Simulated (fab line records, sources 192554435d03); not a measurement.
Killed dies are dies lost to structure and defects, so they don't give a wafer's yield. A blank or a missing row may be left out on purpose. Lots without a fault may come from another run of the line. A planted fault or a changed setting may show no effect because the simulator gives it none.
Chamber matching | flow n5_finfet | N5_SDB_HM_DEP_00 on pecvd-03: 3 sister chambers
The step deposits SiNx from SiH4/NH3/N2, target thk 40 nm, time 35.3 s. 3 wafers are shown with their chamber, then 7 later ones without.

WAFERS WITH THEIR CHAMBER
wafer  | chamber | throttle_valve_pct (%)
L077.3 | 1       | 38.7
L083.5 | 0       | 37.8
L088.5 | 2       | 37.5

WAFERS WITHOUT THEIR CHAMBER
wafer  | throttle_valve_pct (%)
L088.6 | 37.9
L094.1 | 39.3
L094.3 | 37.7
L094.4 | 37.7
L095.2 | 39.2
L095.4 | 38.1
L095.5 | 38.1

WHICH CHAMBER EACH WENT THROUGH
wafer  | from the rows above          | in truth
L088.6 | can't be placed: 0 or 2      | 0
L094.1 | 1                            | 1
L094.3 | can't be placed: 0 or 2      | 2
L094.4 | can't be placed: 0 or 2      | 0
L095.2 | 1                            | 1
L095.4 | can't be placed: 0 or 1 or 2 | 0
L095.5 | can't be placed: 0 or 1 or 2 | 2
Placed correctly: 2 of 7. Can't be placed from these rows: 5 (the true chamber is among the candidates in 5). Placed wrongly: 0.
How it was worked out, from the rows above alone: a wafer's distance from a chamber is the root of the sum, over the readings, of the square of ((its reading less the chamber's mean) divided by the reading's scatter). The wafer belongs to the nearest chamber; if the next one is less than 2 further off, it can't be placed. A chamber's mean is the mean of its shown wafers. The scatter: with one shown wafer a chamber, the root of the mean of the squares of how far each hidden wafer lies from its nearest shown one.
